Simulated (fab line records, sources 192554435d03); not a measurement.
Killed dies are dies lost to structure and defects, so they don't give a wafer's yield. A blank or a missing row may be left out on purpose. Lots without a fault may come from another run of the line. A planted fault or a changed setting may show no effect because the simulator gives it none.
Chamber matching | flow n5_finfet | N5_BEOL_M8_DEP_56 on pecvd-02: 3 sister chambers
The step deposits SiCN from 3MS/NH3, target thk 10 nm, time 17.5 s. 18 wafers are shown with their chamber, then 9 later ones without.

WAFERS WITH THEIR CHAMBER
wafer  | chamber | throttle_valve_pct (%) | showerhead_plenum_p_Torr (Torr)
L081.1 | 2       | 8.3                    | 3.646
L081.3 | 0       | 8.5                    | 3.660
L081.6 | 1       | 9.5                    | 3.648
L084.1 | 2       | 8.3                    | 3.641
L084.2 | 0       | 8.7                    | 3.664
L084.3 | 1       | 9.4                    | 3.649
L084.4 | 0       | 8.3                    | 3.662
L084.5 | 1       | 9.3                    | 3.651
L084.6 | 2       | 8.1                    | 3.636
L086.2 | 0       | 8.5                    | 3.657
L086.3 | 2       | 8.1                    | 3.650
L086.4 | 1       | 9.2                    | 3.649
L085.1 | 1       | 9.5                    | 3.648
L085.4 | 1       | 9.3                    | 3.649
L085.5 | 2       | 8.1                    | 3.654
L088.1 | 0       | 8.8                    | 3.663
L088.2 | 1       | 9.1                    | 3.646
L088.3 | 2       | 8.1                    | 3.644

SIGNATURES (means of the wafers above)
reading                  | chamber 0 | chamber 1 | chamber 2 | scatter within a chamber
throttle_valve_pct       | 8.560     | 9.329     | 8.167     | 0.15
showerhead_plenum_p_Torr | 3.66120   | 3.64857   | 3.64517   | 0.00408
Rule: a wafer's distance from a chamber is the root of the sum, over the readings, of the square of ((its reading less the chamber's mean) divided by the reading's scatter). The wafer belongs to the nearest chamber; if the next one is less than 2 further off, it can't be placed. The scatter: the root of (the sum of the squares of (reading less its chamber's mean) over the shown wafers, divided by (wafers less chambers)).

WAFERS WITHOUT THEIR CHAMBER
wafer  | throttle_valve_pct (%) | showerhead_plenum_p_Torr (Torr)
L088.4 | 8.6                    | 3.659
L088.5 | 8.3                    | 3.647
L088.6 | 9.5                    | 3.651
L089.2 | 8.3                    | 3.643
L089.3 | 8.8                    | 3.664
L089.6 | 8.7                    | 3.664
L090.4 | 8.4                    | 3.656
L090.5 | 9.7                    | 3.651
L090.6 | 8.2                    | 3.646

WHICH CHAMBER EACH WENT THROUGH
wafer  | from the rows above     | in truth
L088.4 | 0                       | 0
L088.5 | 2                       | 2
L088.6 | 1                       | 1
L089.2 | 2                       | 2
L089.3 | 0                       | 0
L089.6 | 0                       | 0
L090.4 | can't be placed: 0 or 2 | 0
L090.5 | 1                       | 1
L090.6 | 2                       | 2
Placed correctly: 8 of 9. Can't be placed from these rows: 1 (the true chamber is among the candidates in 1). Placed wrongly: 0.
